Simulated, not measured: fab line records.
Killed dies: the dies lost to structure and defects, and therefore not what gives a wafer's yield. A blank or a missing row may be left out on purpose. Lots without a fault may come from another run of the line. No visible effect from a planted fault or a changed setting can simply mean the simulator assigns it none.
The tool behind it: which one? :: flow n5 finfet :: Sampling: 9 lots, 27 wafers, 6 of 1938 route steps

== WHAT EACH GAUGE READ, for each wafer ==
N5_SD_EPI_P_CD_MEAS_09: target cd 240 nm. Usual: 240.1 nm for cd nm, sd 0.87.
lot: L500
measured: day 3 21:10
on: cd sem-02
cd nm (nm): 240.1 240.7 239.8
flag: 

lot: L504
measured: day 4 18:44
on: cd sem-01
cd nm (nm): 240.3 240.3 240.7
flag: 

lot: L505
measured: day 5 00:11
on: cd sem-01
cd nm (nm): 239.1 239.2 238.4
flag: 

lot: L511
measured: day 6 12:59
on: cd sem-01
cd nm (nm): 238.7 238.4 239.5
flag: 

lot: L512
measured: day 6 19:46
on: cd sem-02
cd nm (nm): 240.2 241.2 239.7
flag: 

lot: L514
measured: day 7 06:37
on: cd sem-02
cd nm (nm): 242.3 241.6 241.5
flag: 

lot: L516
measured: day 7 18:22
on: cd sem-03
cd nm (nm): 239.7 240.3 240.0
flag: 

lot: L519
measured: day 8 10:49
on: cd sem-01
cd nm (nm): 239.6 240.2 240.3
flag: 

lot: L520
measured: day 8 21:23
on: cd sem-01
cd nm (nm): 239.9 240.9 239.4
flag: 

N5_SDB_OVL_MEAS_12. Usual: for SDB_OVL the level is 0.2 nm and the standard deviation is 0.66.
lot: L500
measured: day 4 08:45
on: overlay-01
SDB_OVL (nm): 1.2 1.2 0.2
flag: 

lot: L504
measured: day 5 09:45
on: overlay-02
SDB_OVL (nm): 7.5 8.7 7.6
flag: OFF

lot: L505
measured: day 5 12:13
on: overlay-01
SDB_OVL (nm): 7.8 7.8 7.7
flag: OFF

lot: L511
measured: day 7 01:04
on: overlay-02
SDB_OVL (nm): -0.2 0.1 0.6
flag: 

lot: L512
measured: day 7 08:08
on: overlay-01
SDB_OVL (nm): -0.9 -0.7 0.0
flag: 

lot: L514
measured: day 7 19:23
on: overlay-02
SDB_OVL (nm): 0.3 0.3 0.2
flag: 

lot: L516
measured: day 8 05:57
on: overlay-02
SDB_OVL (nm): 0.3 0.8 -0.3
flag: 

lot: L519
measured: day 8 22:56
on: overlay-01
SDB_OVL (nm): 1.1 1.4 1.0
flag: 

lot: L520
measured: day 9 08:53
on: overlay-01
SDB_OVL (nm): 0.6 0.1 -0.1
flag: 

N5_SDB_THK_MEAS_31. Usual: for SDB_THK the level is 64.4 nm and the standard deviation is 1.1.
lot: L500
measured: day 4 12:54
on: film metro-01
SDB_THK (nm): 64.0 65.8 67.2
flag: 

lot: L504
measured: day 5 14:22
on: film metro-02
SDB_THK (nm): 65.0 65.5 65.6
flag: 

lot: L505
measured: day 5 16:07
on: film metro-01
SDB_THK (nm): 66.9 64.7 64.2
flag: 

lot: L511
measured: day 7 05:05
on: film metro-02
SDB_THK (nm): 64.3 65.6 65.4
flag: 

lot: L512
measured: day 7 12:07
on: film metro-02
SDB_THK (nm): 62.8 63.1 61.8
flag: 

lot: L514
measured: day 7 23:17
on: film metro-02
SDB_THK (nm): 64.4 64.5 65.3
flag: 

lot: L516
measured: day 8 10:22
on: film metro-01
SDB_THK (nm): 62.9 63.7 65.2
flag: 

lot: L519
measured: day 9 03:22
on: film metro-01
SDB_THK (nm): 64.0 63.2 63.2
flag: 

lot: L520
measured: day 9 13:33
on: film metro-01
SDB_THK (nm): 64.4 63.1 64.3
flag: 

N5_BEOL_M4_RC_MEAS_101. Usual: DIBL_N 35.9 mV/V, standard deviation 1.9; DIBL_P 35.8 mV/V, standard deviation 2.4; IOFF_N 0.15 nA/um, standard deviation 0.031; IOFF_P 0.21 nA/um, standard deviation 0.037; ION_N 672 uA/um, standard deviation 13; ION_P 462 uA/um, standard deviation 8.3; SS_N 71.5 mV/dec, standard deviation 0.72; SS_P 73.2 mV/dec, standard deviation 0.67; VT_N 250 mV, standard deviation 3.4; VT_P -250 mV, standard deviation 3.4.
lot: L500
measured: day 8 16:59
on: prober-02
DIBL_N (mV/V): 32.8 33.6 32.4
DIBL_P (mV/V): 33.2 34.1 32.9
IOFF_N (nA/um): 0.11 0.11 0.10
IOFF_P (nA/um): 0.14 0.14 0.13
ION_N (uA/um): 650 640 651
ION_P (uA/um): 452 435 444
SS_N (mV/dec): 70.8 70.8 70.5
SS_P (mV/dec): 72.9 73.1 72.6
VT_N (mV): 255 259 258
VT_P (mV): -258 -259 -258
flag: 

lot: L504
measured: day 9 12:15
on: prober-02
DIBL_N (mV/V): 35.1 37.4 38.2
DIBL_P (mV/V): 36.0 37.4 37.8
IOFF_N (nA/um): 0.15 0.18 0.18
IOFF_P (nA/um): 0.20 0.23 0.24
ION_N (uA/um): 675 683 668
ION_P (uA/um): 460 466 467
SS_N (mV/dec): 71.0 71.9 73.1
SS_P (mV/dec): 73.3 74.1 73.8
VT_N (mV): 249 248 248
VT_P (mV): -250 -251 -249
flag: 

lot: L505
measured: day 9 11:01
on: prober-02
DIBL_N (mV/V): 35.9 33.1 36.3
DIBL_P (mV/V): 36.7 32.7 36.9
IOFF_N (nA/um): 0.16 0.11 0.17
IOFF_P (nA/um): 0.22 0.16 0.22
ION_N (uA/um): 684 657 678
ION_P (uA/um): 462 456 460
SS_N (mV/dec): 70.7 70.2 71.2
SS_P (mV/dec): 73.4 71.7 73.2
VT_N (mV): 248 252 247
VT_P (mV): -252 -254 -248
flag: 

lot: L511
measured: day 11 05:10
on: prober-01
DIBL_N (mV/V): 36.8 35.0 34.6
DIBL_P (mV/V): 38.0 35.3 36.1
IOFF_N (nA/um): 0.17 0.14 0.14
IOFF_P (nA/um): 0.24 0.20 0.21
ION_N (uA/um): 676 655 679
ION_P (uA/um): 465 459 470
SS_N (mV/dec): 71.6 71.8 71.0
SS_P (mV/dec): 73.1 73.2 73.0
VT_N (mV): 249 253 249
VT_P (mV): -245 -247 -246
flag: 

lot: L512
measured: day 11 21:35
on: prober-01
DIBL_N (mV/V): 34.7 36.6 36.2
DIBL_P (mV/V): 34.6 36.6 35.9
IOFF_N (nA/um): 0.13 0.15 0.14
IOFF_P (nA/um): 0.18 0.20 0.19
ION_N (uA/um): 674 669 683
ION_P (uA/um): 464 457 465
SS_N (mV/dec): 70.5 71.8 71.5
SS_P (mV/dec): 73.1 72.7 72.9
VT_N (mV): 248 251 253
VT_P (mV): -256 -250 -252
flag: 

lot: L514
measured: day 12 00:19
on: prober-01
DIBL_N (mV/V): 35.3 35.6 34.8
DIBL_P (mV/V): 36.0 35.1 35.6
IOFF_N (nA/um): 0.14 0.14 0.13
IOFF_P (nA/um): 0.21 0.19 0.20
ION_N (uA/um): 675 669 666
ION_P (uA/um): 473 460 461
SS_N (mV/dec): 70.9 70.4 71.4
SS_P (mV/dec): 73.6 73.2 72.9
VT_N (mV): 251 252 254
VT_P (mV): -248 -250 -251
flag: 

lot: L516
measured: day 12 23:16
on: prober-01
DIBL_N (mV/V): 35.1 38.3 37.1
DIBL_P (mV/V): 33.9 38.0 36.6
IOFF_N (nA/um): 0.13 0.18 0.16
IOFF_P (nA/um): 0.17 0.23 0.20
ION_N (uA/um): 674 693 674
ION_P (uA/um): 463 480 455
SS_N (mV/dec): 71.7 71.4 72.0
SS_P (mV/dec): 72.8 73.7 73.1
VT_N (mV): 254 250 251
VT_P (mV): -256 -249 -253
flag: 

lot: L519
measured: day 13 22:16
on: prober-02
DIBL_N (mV/V): 36.2 37.0 35.5
DIBL_P (mV/V): 39.0 39.4 37.0
IOFF_N (nA/um): 0.16 0.16 0.14
IOFF_P (nA/um): 0.23 0.22 0.19
ION_N (uA/um): 667 662 672
ION_P (uA/um): 459 451 461
SS_N (mV/dec): 71.7 71.6 71.8
SS_P (mV/dec): 73.3 73.5 73.1
VT_N (mV): 252 249 252
VT_P (mV): -248 -250 -250
flag: 

lot: L520
measured: day 13 22:01
on: prober-01
DIBL_N (mV/V): 38.1 37.9 35.8
DIBL_P (mV/V): 39.6 38.2 37.0
IOFF_N (nA/um): 0.19 0.18 0.15
IOFF_P (nA/um): 0.26 0.23 0.20
ION_N (uA/um): 677 696 674
ION_P (uA/um): 462 474 464
SS_N (mV/dec): 72.5 72.1 71.2
SS_P (mV/dec): 74.5 74.2 74.0
VT_N (mV): 246 249 251
VT_P (mV): -246 -248 -251
flag: 

== EACH LOT AND THE TOOL THAT RAN IT (in order: tool; ch and the chambers of the sampled wafers; start) ==
lot: L500
N5_SD_EPI_P_ETCH_36: rie diel-03 ch 1,3, day 3 21:17
N5_SDB_EXPOSE_08: arfi scanner-01 ch 0, day 4 08:36

lot: L504
N5_SD_EPI_P_ETCH_36: rie diel-02 ch 1,3, day 4 18:56
N5_SDB_EXPOSE_08: arfi scanner-01 ch 0, day 5 09:37

lot: L505
N5_SD_EPI_P_ETCH_36: rie diel-02 ch 1,2, day 5 00:21
N5_SDB_EXPOSE_08: arfi scanner-01 ch 0, day 5 12:04

lot: L511
N5_SD_EPI_P_ETCH_36: rie diel-03 ch 0,2,3, day 6 13:25
N5_SDB_EXPOSE_08: arfi scanner-03 ch 0, day 7 00:55

lot: L512
N5_SD_EPI_P_ETCH_36: rie diel-01 ch 2,3, day 6 20:10
N5_SDB_EXPOSE_08: arfi scanner-03 ch 0, day 7 07:59

lot: L514
N5_SD_EPI_P_ETCH_36: rie diel-02 ch 0,2,3, day 7 07:11
N5_SDB_EXPOSE_08: arfi scanner-03 ch 0, day 7 19:13

lot: L516
N5_SD_EPI_P_ETCH_36: rie diel-02 ch 1,2, day 7 18:41
N5_SDB_EXPOSE_08: arfi scanner-02 ch 0, day 8 05:49

lot: L519
N5_SD_EPI_P_ETCH_36: rie diel-03 ch 1,2,3, day 8 10:56
N5_SDB_EXPOSE_08: arfi scanner-03 ch 0, day 8 22:47

lot: L520
N5_SD_EPI_P_ETCH_36: rie diel-01 ch 2,3, day 8 21:31
N5_SDB_EXPOSE_08: arfi scanner-03 ch 0, day 9 08:44
- N5_SD_EPI_P_ETCH_36: etches SiARC in CF4, target depth 45.5 nm, time 75.8 s.
- N5_SDB_EXPOSE_08: exposes mask SDB.

== WHAT THE TOOLS THEMSELVES READ (means of the sampled wafers that have a number; where no wafer has one, the mark that the record gives instead) ==
N5_SD_EPI_P_ETCH_36. Usual: chamber pressure mTorr is 40.00 mTorr with standard deviation 0.043, drypump motor current A is 5.6 A with standard deviation 0.52, etch rf on time s is 76.1 s with standard deviation 1.6, oes product au is 0.67 a.u. with standard deviation 0.058, rf vpp V is 184.3 V with standard deviation 1.3, showerhead plenum p Torr is 2.17 Torr with standard deviation 0.087, and throttle valve pct is 15.65 % with standard deviation 0.2.
lot: L500
tool: rie diel-03
chamber pressure mTorr (mTorr): 40.00
drypump motor current A (A): 5.7
etch rf on time s (s): 77.2
oes product au (a.u.): 0.67
rf vpp V (V): 184.9
showerhead plenum p Torr (Torr): 2.22
throttle valve pct (%): 15.64
flag: 

lot: L504
tool: rie diel-02
chamber pressure mTorr (mTorr): 40.10
drypump motor current A (A): 5.1
etch rf on time s (s): 77.1
oes product au (a.u.): 0.68
rf vpp V (V): 183.9
showerhead plenum p Torr (Torr): 2.12
throttle valve pct (%): 15.36
flag: 

lot: L505
tool: rie diel-02
chamber pressure mTorr (mTorr): 40.02
drypump motor current A (A): 5.7
etch rf on time s (s): 77.0
oes product au (a.u.): 0.66
rf vpp V (V): 182.1
showerhead plenum p Torr (Torr): 2.02
throttle valve pct (%): 15.66
flag: 

lot: L511
tool: rie diel-03
chamber pressure mTorr (mTorr): 40.00
drypump motor current A (A): 5.9
etch rf on time s (s): 76.1
oes product au (a.u.): 0.65
rf vpp V (V): 185.5
showerhead plenum p Torr (Torr): 2.21
throttle valve pct (%): 15.66
flag: 

lot: L512
tool: rie diel-01
chamber pressure mTorr (mTorr): 40.01
drypump motor current A (A): 4.9
etch rf on time s (s): 73.8
oes product au (a.u.): 0.77
rf vpp V (V): 184.6
showerhead plenum p Torr (Torr): 2.22
throttle valve pct (%): 15.53
flag: 

lot: L514
tool: rie diel-02
chamber pressure mTorr (mTorr): 39.99
drypump motor current A (A): 5.7
etch rf on time s (s): 75.4
oes product au (a.u.): 0.69
rf vpp V (V): 184.0
showerhead plenum p Torr (Torr): 2.13
throttle valve pct (%): 15.73
flag: 

lot: L516
tool: rie diel-02
chamber pressure mTorr (mTorr): 40.03
drypump motor current A (A): 5.3
etch rf on time s (s): 77.0
oes product au (a.u.): 0.63
rf vpp V (V): 182.3
showerhead plenum p Torr (Torr): 2.02
throttle valve pct (%): 15.52
flag: 

lot: L519
tool: rie diel-03
chamber pressure mTorr (mTorr): 40.00
drypump motor current A (A): 5.8
etch rf on time s (s): 75.8
oes product au (a.u.): 0.64
rf vpp V (V): 184.6
showerhead plenum p Torr (Torr): 2.20
throttle valve pct (%): 15.65
flag: 

lot: L520
tool: rie diel-01
chamber pressure mTorr (mTorr): 39.99
drypump motor current A (A): 5.1
etch rf on time s (s): 73.2
oes product au (a.u.): 0.71
rf vpp V (V): 184.4
showerhead plenum p Torr (Torr): 2.18
throttle valve pct (%): 15.69
flag: 

N5_SDB_EXPOSE_08. Usual: 0.0 nm for focus offset nm, sd 0.56.
lot: L500
tool: arfi scanner-01
focus offset nm (nm): -0.4
flag: 

lot: L504
tool: arfi scanner-01
focus offset nm (nm): 0.2
flag: 

lot: L505
tool: arfi scanner-01
focus offset nm (nm): 0.7
flag: 

lot: L511
tool: arfi scanner-03
focus offset nm (nm): 0.5
flag: 

lot: L512
tool: arfi scanner-03
focus offset nm (nm): -0.6
flag: 

lot: L514
tool: arfi scanner-03
focus offset nm (nm): -0.3
flag: 

lot: L516
tool: arfi scanner-02
focus offset nm (nm): -0.3
flag: 

lot: L519
tool: arfi scanner-03
focus offset nm (nm): -0.3
flag: 

lot: L520
tool: arfi scanner-03
focus offset nm (nm): 0.0
flag: 

== THE ANSWER, worked out from the rows above alone ==
Rule: lot off if the mean of its wafers having a number is beyond 3 standard deviations from the usual mean. Also off: a lot with no number at a reading for which 4 or more lots have one. The other lots that the step has rows for count as sound. Order of review: gauges by route order, followed by the tools' own readings, for which a lot's mean as printed above is used. The first step at which some lot is off is used, and at that step the reading that is off furthest; a lot without a number counts as furthest.
Off: L504, L505, seen at N5_SDB_OVL_MEAS_12 (SDB_OVL).
If a tool, at a process step before that reading, ran all the lots that are off and no sound lot after the first of them, it fits. Gauges at N5_SDB_OVL_MEAS_12: tried the same way as those tools. One fits: arfi scanner-01 at N5_SDB_EXPOSE_08. Its last sound lot is L500 (day 4 08:36), its first lot that is off L504 (day 5 09:37): a fault that began between those two fits.

== WHAT THE SIMULATOR HAD PUT IN ==
Scanner matching overlay: arfi scanner-01, from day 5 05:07 on, at N5_SDB_EXPOSE_08. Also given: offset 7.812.
Lots struck among those shown: L504, L505. The rule above found the same.
